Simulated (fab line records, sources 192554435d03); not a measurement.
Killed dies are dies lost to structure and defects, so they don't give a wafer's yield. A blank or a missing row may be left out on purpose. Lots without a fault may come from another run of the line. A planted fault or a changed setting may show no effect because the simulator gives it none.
One fault seen from 2 desks | flow n5_finfet | each desk has only its own numbers; what lay behind them comes last

THE METROLOGY DESK
What the gauges read, lot by lot, whatever tool the lot ran on: means of the sampled wafers that have a number. A lot is out of limits, marked OUT, if its mean lies more than 4 standard deviations from the usual mean; the brackets give that distance. Of its 10 readings 7 are shown: those that lie furthest out on some lot.
Columns: A = DIBL_P at N5_BEOL_M4_RC_MEAS_101, usual 35.7 mV/V; B = IOFF_P at N5_BEOL_M4_RC_MEAS_101, usual 0.21 nA/um; C = ION_N at N5_BEOL_M4_RC_MEAS_101, usual 673 uA/um; D = ION_P at N5_BEOL_M4_RC_MEAS_101, usual 462 uA/um; E = SS_N at N5_BEOL_M4_RC_MEAS_101, usual 71.4 mV/dec; F = SS_P at N5_BEOL_M4_RC_MEAS_101, usual 73.2 mV/dec; G = VT_P at N5_BEOL_M4_RC_MEAS_101, usual -250 mV
lot  | first seen here | A    | B    | C   | D   | E    | F    | G
L482 | day 8 15:25     | 33.1 | 0.24 | 676 | 468 | 71.3 | 73.0 | -245
L486 | day 9 07:16     | 34.7 | 0.19 | 673 | 460 | 71.6 | 72.7 | -251
L498 | day 12 18:47    | 33.8 | 0.18 | 656 | 454 | 72.2 | 72.3 | -252
This desk's finding: nothing out of limits on any of the 3 lots.

THE TOOL OWNER'S DESK: rie_diel-02
The tool's own readings at N5_FIN_CUT_CUT_ETCH_27 (etches SiO2 in CHF3/O2, target depth 4 nm, overetch 2 nm, time 4.9 s): means of the sampled wafers that have a number, for each lot that ran on this tool. A lot is out of limits, marked OUT, if its mean lies more than 4 standard deviations from the usual mean; the brackets give that distance.
Columns: A = chamber_pressure_mTorr at N5_FIN_CUT_CUT_ETCH_27, usual 29.997 mTorr; B = drypump_motor_current_A at N5_FIN_CUT_CUT_ETCH_27, usual 5.5 A; C = oes_f_703_au at N5_FIN_CUT_CUT_ETCH_27, usual 0.78 a.u.; D = oes_product_au at N5_FIN_CUT_CUT_ETCH_27, usual 0.62 a.u.; E = rf_vpp_V at N5_FIN_CUT_CUT_ETCH_27, usual 528 V; F = showerhead_plenum_p_Torr at N5_FIN_CUT_CUT_ETCH_27, usual 2.44 Torr; G = throttle_valve_pct at N5_FIN_CUT_CUT_ETCH_27, usual 19.00 %
lot  | first seen here | A      | B   | C    | D    | E   | F    | G
L482 | day 2 21:34     | 29.997 | 5.6 | 0.78 | 0.62 | 517 | 2.41 | 19.02
L498 | day 6 21:32     | 29.973 | 5.6 | 0.85 | 0.67 | 519 | 2.50 | 18.93
This desk's finding: nothing out of limits on any of the 2 lots.

PUT TOGETHER
The metrology desk saw nothing out of limits.
The tool owner's desk saw nothing out of limits.

WHAT THE SIMULATOR HAD PUT IN
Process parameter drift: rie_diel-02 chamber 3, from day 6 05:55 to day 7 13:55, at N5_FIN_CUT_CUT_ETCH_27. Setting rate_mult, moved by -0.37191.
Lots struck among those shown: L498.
